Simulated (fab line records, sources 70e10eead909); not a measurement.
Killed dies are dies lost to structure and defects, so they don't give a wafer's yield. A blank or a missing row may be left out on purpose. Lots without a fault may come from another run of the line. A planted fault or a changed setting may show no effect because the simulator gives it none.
One fault seen from 2 desks | flow nand_harc | each desk has only its own numbers; what lay behind them comes last

THE TOOL OWNER'S DESK: pecvd_onon-03
The tool's own readings at NHARC_A_ONON_D1_DEP_03 (target thk 1000 nm): means of the sampled wafers that have a number, for each lot that ran on this tool. A lot is out of limits, marked OUT, if its mean lies more than 4 standard deviations from the usual mean; the brackets give that distance.
Columns: A = n2o_flow_sccm at NHARC_A_ONON_D1_DEP_03, usual 2000 sccm
lot  | first seen here | A
L663 | day 8 03:40     | 2006
L665 | day 8 13:41     | 2001
L668 | day 8 19:14     | 1986
L669 | day 9 12:17     | 1995
L673 | day 10 05:14    | 1995
L674 | day 11 00:56    | 1995
L676 | day 11 08:31    | 1994
L678 | day 11 18:23    | 1999
This desk's finding: nothing out of limits on any of the 8 lots.

THE METROLOGY DESK
What the gauges read, lot by lot, whatever tool the lot ran on: means of the sampled wafers that have a number. A lot is out of limits, marked OUT, if its mean lies more than 4 standard deviations from the usual mean; the brackets give that distance.
Columns: A = thk_nm at NHARC_A_SOURCE_PLATE_THK_MEAS_09, usual 9.6 nm; B = thk_nm at NHARC_A_ONON_D1_THK_MEAS_05, usual 1000 nm
lot  | first seen here | A    | B
L662 | day 7 06:43     | 9.4  | 981
L663 | day 7 14:00     | 10.2 | 993
L664 | day 7 14:01     | 9.4  | 1001
L665 | day 7 23:29     | 9.6  | 1004
L666 | day 7 23:29     | 10.2 | 1000
L667 | day 8 05:10     | 9.6  | 995
L668 | day 8 05:10     | 7.9  | 994
L669 | day 8 22:13     | 9.6  | 1014
L670 | day 8 22:13     | 8.6  | 1016
L671 | day 9 02:29     | 9.7  | 1004
L673 | day 9 15:26     | 9.1  | 1004
L674 | day 10 11:25    | 9.9  | 737 (-29) OUT
L676 | day 10 18:47    | 8.6  | 726 (-30) OUT
L678 | day 11 04:28    | 9.4  | 422 (-63) OUT
L684 | day 12 08:51    | 9.7  | 1000
This desk's finding: out of limits on L674, L676, L678; first on L674, day 11 01:23 (thk_nm at NHARC_A_ONON_D1_THK_MEAS_05). In limits: L662, L663, L664, L665, L666, L667, L668, L669, L670, L671, L673, L684.

PUT TOGETHER
The metrology desk could have raised an alarm at day 11 01:23, on L674, L676, L678.
The tool owner's desk saw nothing out of limits.
The tool owner's desk has L674, L676, L678 on record, within its limits.
Of the lots named, all ran NHARC_A_ONON_D1_DEP_03 on pecvd_onon-03.

WHAT THE SIMULATOR HAD PUT IN
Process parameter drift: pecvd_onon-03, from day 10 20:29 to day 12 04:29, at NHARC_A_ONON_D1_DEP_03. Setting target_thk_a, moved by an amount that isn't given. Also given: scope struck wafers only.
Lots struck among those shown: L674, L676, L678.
Hours from the fault's start to each desk's first reading out of limits: the metrology desk, 5.
